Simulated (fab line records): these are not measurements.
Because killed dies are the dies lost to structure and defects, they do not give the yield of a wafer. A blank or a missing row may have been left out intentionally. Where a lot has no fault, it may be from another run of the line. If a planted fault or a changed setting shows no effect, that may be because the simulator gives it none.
Comparing a struck lot with a sound one :: flow n5-finfet :: 16 steps out of a route of 1938
Sound: these wafers, L566.1, L566.2, L566.6. Struck: wafer L574.4 (left out: L574.1, a lot-mate that was not struck); the cause follows at the end.
Order at every step that has rows: each side's tool, ch and its chambers, its first start. Under that, the readings that differ: sound wafers :: struck wafers :: difference of the means :: sigmas: that difference in standard deviations of wafers without a fault.
alike: words and numbers the same on both sides, and readings whose means are apart by under 2 such deviations; not compared: readings that were withheld, readings missing a value for some wafer, numbers with overlapping values and no deviation given by the record, and bounds like >300 which may hide the same value.
The two part at a step that has a row with sigmas, a row that says differs or no value, or rows on one side only. Numbers that don't overlap but have no deviation are shown without sigmas and don't part them. A reading that every wafer of one side lacks parts them only if that side has two wafers or more.

first, 7 steps without rows for these wafers: N5_MOL_CONTACT_COAG_COAT_77 (time 60 s, resist thk 10 nm); N5_MOL_CONTACT_COAG_COAT_78 (resist thk 40 nm); N5_MOL_CONTACT_COAG_EBR_80; N5_MOL_CONTACT_COAG_SOFTBAKE_79 (time 60 s); N5_MOL_CONTACT_COAG_EXPOSE_81 (exposes mask VG, defocus 0 nm); N5_MOL_CONTACT_COAG_PEB_82 (peb time 60 s); N5_MOL_CONTACT_COAG_DEVELOP_83 (develop time 30 s).
N5_MOL_CONTACT_COAG_CD_MEAS_84: the cd target is 25.1 nm.
  sound on cd-sem-03 ch 0, day 8 03:00; struck on cd-sem-03 ch 0, day 10 07:29
reading: cd-nm (nm)
sound: 25.17 25.29 25.41
struck: 24.79
difference: -0.50
sigmas: -2
N5_MOL_CONTACT_COAG_OVL_MEAS_85:
  sound on overlay-01 ch 0, day 8 03:02; struck on overlay-01 ch 0, day 10 07:31
  alike: VG_OVL
N5_MOL_CONTACT_COAG_INSPECT_57: inspects for defects (brightfield).
  sound on defect-inspect-02 at day 8 03:05; struck on defect-inspect-01 at day 10 07:35
  alike: raw-defect-count
N5_MOL_CONTACT_COAG_DESCUM_88: chemistry O2, time 7 s.
  sound on rie-diel-01 ch 0,1,3, day 8 03:23; struck on rie-diel-03 ch 0, day 10 07:48
  alike: drypump-motor-current-A, oes-product-au, rf-fwd-power-W, rf-vpp-V, showerhead-plenum-p-Torr, temp-c, throttle-valve-pct
  not compared: rf-hours-counter-h
N5_MOL_CONTACT_COAG_ETCH_89: etches underlayer in N2/H2, target depth 13 nm, time 10.4 s.
  sound on rie-diel-01 ch 0,1,3, day 8 03:25; struck on rie-diel-03 ch 0, day 10 07:50
  alike: drypump-motor-current-A, etch-rf-on-time-s, oes-product-au, rf-fwd-power-W, rf-vpp-V, showerhead-plenum-p-Torr, throttle-valve-pct
  not compared: rf-hours-counter-h
N5_MOL_CONTACT_COAG_ETCH_90: etches SiARC in CF4, target depth 13 nm, time 21.7 s.
  sound on rie-diel-01 ch 0,1,3, day 8 03:26; struck on rie-diel-03 ch 0, day 10 07:52
reading: etch-rf-on-time-s (s)
sound: 21.9 21.9 21.6
struck: 26.4
difference: +4.6
sigmas: +14

reading: oes-product-au (a.u.)
sound: 0.75 0.61 0.83
struck: 0.55
difference: -0.18
sigmas: -2
  alike: drypump-motor-current-A, mfc-ar-sccm, rf-fwd-power-W, rf-vpp-V, showerhead-plenum-p-Torr, throttle-valve-pct
  not compared: rf-hours-counter-h
N5_MOL_CONTACT_COAG_ALD_131: deposits SiO2, target thk 5 nm, pulse time 1 s, co reactant pulse time 1 s.
  sound on ald-sin-03 ch 1,2, day 8 03:31; struck on ald-sin-01 ch 0, day 10 07:56
  alike: heater-power-w, precursor-pulse-height-rel
-- a jump in the record: the struck wafers' starts before and after are 5 days apart (it breaks off in module MOL_CONTACT_COAG and resumes in module BEOL_M4, where the first step shown is number 1111 of the route) --
N5_BEOL_M4_RC_MEAS_101:
  sound on prober-01 ch 0, day 14 01:14; struck on prober-01 ch 0, day 15 11:28
  alike: DIBL_N, DIBL_P, IOFF_N, IOFF_P, ION_N, ION_P, SS_N, SS_P, VT_N, VT_P
after that, 1 step had no rows for these wafers: N5_PASSIVATION_PROBE_49.

## WHERE THEY PART
Last at N5_MOL_CONTACT_COAG_ETCH_90 as far as this record goes, first at N5_MOL_CONTACT_COAG_CD_MEAS_84. Later steps at which nothing parts them and some readings are alike: N5_MOL_CONTACT_COAG_ALD_131, N5_BEOL_M4_RC_MEAS_101.

WHY: the cause the simulator had injected
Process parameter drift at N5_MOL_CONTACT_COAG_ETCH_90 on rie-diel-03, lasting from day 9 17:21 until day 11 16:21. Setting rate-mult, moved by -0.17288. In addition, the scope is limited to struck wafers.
